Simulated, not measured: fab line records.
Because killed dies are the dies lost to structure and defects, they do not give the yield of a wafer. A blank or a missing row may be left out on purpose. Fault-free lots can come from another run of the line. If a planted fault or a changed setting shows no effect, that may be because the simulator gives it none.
A lot that was struck, set against a sound lot	flow nand harc	22 steps out of a route of 1159
Sound: these wafers, L231.4, L231.5, L231.6. Wafers struck: L238.3, L238.4, L238.6. The cause comes at the end.
Per side, at each step with rows, come the tool, then ch with its chambers, and then its first start. Under that, the readings that differ: sound wafers	struck wafers	difference of the means	sigmas: that difference in standard deviations of wafers without a fault.
alike: readings with means less than 2 such deviations apart, plus words and numbers identical on both sides. not compared: withheld readings, readings lacking a value on some wafer, bounds such as >300 that could conceal the same value, and numbers that have no deviation in the record and whose values overlap.
A row with sigmas, a row that says differs or no value, or rows on one side alone: a step with any of these is where the two part. Numbers that don't overlap but have no deviation are shown without sigmas and don't part them. A reading that every wafer of one side lacks parts them only if that side has two wafers or more.

first, 2 steps without rows for these wafers: NHARC_A_SGD_CUT_ETCH_26 (etches SiO2 in dHF, target depth 45.8 nm); NHARC_A_SGD_CUT_ETCHBACK_24 (etches the open film in CH3F/O2, target depth 50 nm, time 92.857 s).
NHARC_A_SGD_CUT_STRIP_28: strips in O2, time 20 s.
  sound on rie diel-11 ch 1,2,3, day 14 03:15; struck on rie diel-07 ch 0,2,3
  alike: drypump motor current A, mfc ar sccm, oes product au, rf vpp V, showerhead plenum p Torr, throttle valve pct
  not compared: rf hours counter h
NHARC_A_SGD_CUT_INSPECT_25:
  sound on defect inspect-01, day 14 03:21; struck on defect inspect-02, day 16 13:11
  alike: raw defect count
then, 1 step without rows for these wafers: NHARC_A_SLIT_DEP_25 (deposits SiO2, target thk 200 nm).
NHARC_A_SLIT_DEP_00: deposits aC, target thk 3200 nm.
  sound on acl dep-03 ch 0, day 14 07:01; struck on acl dep-03 ch 0, day 16 16:34
  alike: throttle valve pct
NHARC_A_SLIT_DEP_23: deposits SiON, target thk 100 nm.
  sound on pecvd-03 ch 0,1,2, day 14 08:06; struck on pecvd-02 ch 0,2, day 16 17:53
  alike: heater power w
then, 5 steps without rows for these wafers: NHARC_A_SLIT_DEHYDRATE_01 (time 120 s); NHARC_A_SLIT_HMDS_02 (time 30 s); NHARC_A_SLIT_COAT_03 (resist thk 90 nm); NHARC_A_SLIT_SOFTBAKE_04 (time 55 s); NHARC_A_SLIT_EBR_05.
NHARC_A_SLIT_EXPOSE_06: exposes mask SLIT.
  sound on arfi scanner-01 ch 0, day 14 08:34; struck on arfi scanner-03 ch 0, day 16 18:26
reading	sound	struck	difference	sigmas
exposure dose mJ cm2	60.86 60.77 60.80	84.53 84.57 84.54	+23.74	+99 or more
  alike: mask
then, 2 steps without rows for these wafers: NHARC_A_SLIT_PEB_07 (peb time 65 s); NHARC_A_SLIT_DEVELOP_08 (develop time 35 s).
NHARC_A_SLIT_CD_MEAS_09: the cd target is 300 nm.
  sound on cd sem-03 ch 0, day 14 08:42; struck on cd sem-02 ch 0, day 16 18:35
reading	sound	struck	difference	sigmas
cd nm (nm)	299.8 300.1 300.5	318.8 318.7 318.4	+18.5	+31
NHARC_A_SLIT_OVL_MEAS_10:
  sound on overlay-01, day 14 08:47; struck on overlay-02, day 16 18:40
  alike: overlay x nm, overlay y nm
NHARC_A_SLIT_INSPECT_11:
  sound on defect inspect-02, day 14 08:49; struck on defect inspect-01, day 16 18:42
  alike: raw defect count
NHARC_A_SLIT_DESCUM_14: chemistry O2, time 3 s.
  sound on rie diel-04 ch 1,2, day 14 08:53; struck on rie diel-10 ch 0,3, day 16 18:46
reading	sound	struck	difference	sigmas
showerhead plenum p Torr (Torr)	1.89 1.89 1.89	2.05 1.96 1.96	+0.10	+2
  alike: drypump motor current A, mfc ar sccm, oes product au, rf vpp V, throttle valve pct
  not compared: rf hours counter h
NHARC_A_SLIT_ETCH_24: etches the open film in CF4/CHF3, target depth 121 nm, time 60.5 s.
  sound on rie diel-04 ch 0,3, day 14 08:58; struck on rie diel-10 ch 1,2,3, day 16 18:51
reading	sound	struck	difference	sigmas
model.A_SLIT.cd offset nm (nm)	-0.3219 0.01843 -1.132	19.02 19.37 18.27	+19.37	
  alike: bias w, drypump motor current A, mfc ar sccm, oes product au, rf vpp V, showerhead plenum p Torr, throttle valve pct
  not compared: rf hours counter h
NHARC_A_SLIT_ETCH_15: etches the open film in O2/COS, target depth 3200 nm, time 832 s.
  sound: rie diel-04 ch 2,3; struck: rie diel-10 ch 0,3
reading	sound	struck	difference	sigmas
rf vpp V (V)	314.3 313.8 312.3	315.6 316.5 316.8	+2.8	+2
showerhead plenum p Torr (Torr)	3.08 3.08 3.15	3.19 3.32 3.33	+0.18	+2
model.A_SLIT.cd offset nm (nm)	-0.4196 -0.1346 -0.08741	19.92 18.39 17.03	+18.66	
  alike: bias w, cos flow sccm, drypump motor current A, mfc ar sccm, oes product au, throttle valve pct
  not compared: rf hours counter h
NHARC_A_SLIT_ETCH_17: etches the open film in C4F8/O2/Ar, time 1687.5 s, target depth 10100 nm.
  sound on har etch-02 ch 0,1, day 14 14:08; struck on har etch-01 ch 0,1, day 16 22:59
  alike: drypump motor current A, mfc ar sccm, showerhead plenum p Torr, throttle valve pct
  not compared: rf hours counter h

== WHERE THEY PART ==
At NHARC_A_SLIT_EXPOSE_06 first; at NHARC_A_SLIT_ETCH_15 last (within this record only). Later steps at which nothing parts them and some readings are alike: NHARC_A_SLIT_ETCH_17.

WHY: what had been put in by the simulator
Drift in process parameters on arfi scanner-03 at NHARC_A_SLIT_EXPOSE_06, starting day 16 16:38. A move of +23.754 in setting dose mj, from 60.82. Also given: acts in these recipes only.
